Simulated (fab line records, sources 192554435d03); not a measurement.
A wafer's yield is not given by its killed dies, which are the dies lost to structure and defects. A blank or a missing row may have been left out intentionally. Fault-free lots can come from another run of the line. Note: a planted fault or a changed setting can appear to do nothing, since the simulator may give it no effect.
Split-lot study | flow n5_finfet | 7 lots, 21 wafers read, on a route of 1938 steps

## THE SPLIT ITSELF
At N5_BEOL_M7_EXPOSE_25 (exposes mask V6, target cd 40 nm), the setting dose_mj was moved away from the recipe's 42.5 on 15 of the 21 wafers read, by -6.5% to +7.2%. This setting was run at the recipe's value on the other wafers.

## FROM THE SPLIT TO THE READING: what the file shows between them, 2 steps
- N5_BEOL_M7_PEB_26: peb time 60 s
- N5_BEOL_M7_DEVELOP_27: develop time 30 s

## THE READING
Shown in nm: cd_nm at N5_BEOL_M7_CD_MEAS_28, with target cd 40 nm. Fault-free wafers of this fab line usually give 39.92 nm, standard deviation 0.26 nm.

wafer  | tool, chamber at the split | dose_mj as run | against the recipe | cd_nm, nm | against lot-mates on the recipe
L076.3 | euv_scanner-02, 0          | 42.5           | recipe             | 40.28     | -
L076.4 | euv_scanner-02, 0          | 45.56          | +7.2%              | 41.42     | +1.14
L076.5 | euv_scanner-02, 0          | 45.56          | +7.2%              | 41.39     | +1.11
L077.1 | euv_scanner-02, 0          | 42.5           | recipe             | 39.83     | -
L077.3 | euv_scanner-02, 0          | 42.5           | recipe             | 40.06     | -
L077.4 | euv_scanner-02, 0          | 42.5           | recipe             | 39.67     | -
L078.1 | euv_scanner-02, 0          | 43.68          | +2.8%              | 40.43     | no lot-mate on the recipe
L078.4 | euv_scanner-02, 0          | 43.68          | +2.8%              | 40.58     | no lot-mate on the recipe
L078.6 | euv_scanner-02, 0          | 43.68          | +2.8%              | 40.22     | no lot-mate on the recipe
L079.1 | euv_scanner-02, 0          | 40.83          | -3.9%              | 39.12     | no lot-mate on the recipe
L079.2 | euv_scanner-02, 0          | 40.83          | -3.9%              | 38.80     | no lot-mate on the recipe
L079.3 | euv_scanner-02, 0          | 40.83          | -3.9%              | 38.86     | no lot-mate on the recipe
L083.3 | euv_scanner-02, 0          | 39.72          | -6.5%              | 38.06     | -1.64
L083.5 | euv_scanner-02, 0          | 39.72          | -6.5%              | 38.59     | -1.11
L083.6 | euv_scanner-02, 0          | 42.5           | recipe             | 39.70     | -
L085.1 | euv_scanner-02, 0          | 45.41          | +6.8%              | 41.24     | +1.69
L085.3 | euv_scanner-02, 0          | 45.41          | +6.8%              | 41.29     | +1.74
L085.4 | euv_scanner-02, 0          | 42.5           | recipe             | 39.55     | -
L092.2 | euv_scanner-02, 0          | 40.3           | -5.2%              | 39.06     | no lot-mate on the recipe
L092.4 | euv_scanner-02, 0          | 40.3           | -5.2%              | 39.10     | no lot-mate on the recipe
L092.5 | euv_scanner-02, 0          | 40.3           | -5.2%              | 39.06     | no lot-mate on the recipe

THE FIT
A straight line over all 21 wafers: cd_nm changes by +0.206 nm for each +1% of dose_mj; r = +0.97; the points scatter about the line by 0.23 nm.
The same after taking each lot's own level away (the mean of its wafers on the recipe; 12 wafers): +0.204 nm for each +1%; r = +0.97; scatter 0.26 nm.
Per that fit: largest dose_mj move, reading shift of 1.5 nm.
Across the lots, their own levels run from 39.550 to 40.280 nm, a range of 2.8 times the standard deviation given above.
Hence the lot-to-lot level has little effect on the slope; both slopes agree.
Check: with one of the wafers moved furthest among these (+7.2%) left out of the fit, the line predicts +1.55 nm for it against its lot-mates. It came out at +1.14 nm against them.

## ADDITIONAL SPLITS CARRIED BY THESE WAFERS
Other splits were also applied to these wafers ahead of the reading. Each is held against what the fit with the lots' levels taken away leaves over:
other split on the same wafers   | wafers away from the commonest value | r with cd_nm (lot level and that fit taken away)
N5_BEOL_M2_DESCUM_16 time_s      | 7                                    | -0.41
N5_BEOL_M2_TRENCH_ETCH_37 bias_w | 8                                    | +0.17
N5_BEOL_M4_PECVD_72 time_s       | 10                                   | +0.27
N5_BEOL_M4_COAT_61 spin_rpm      | 12                                   | -0.10
N5_BEOL_M6_ETCH_66 source_w      | 8                                    | +0.42

## THE FILE'S OWN FIT
cd_nm changes by +0.203 nm for each +1% of dose_mj, r = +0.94.
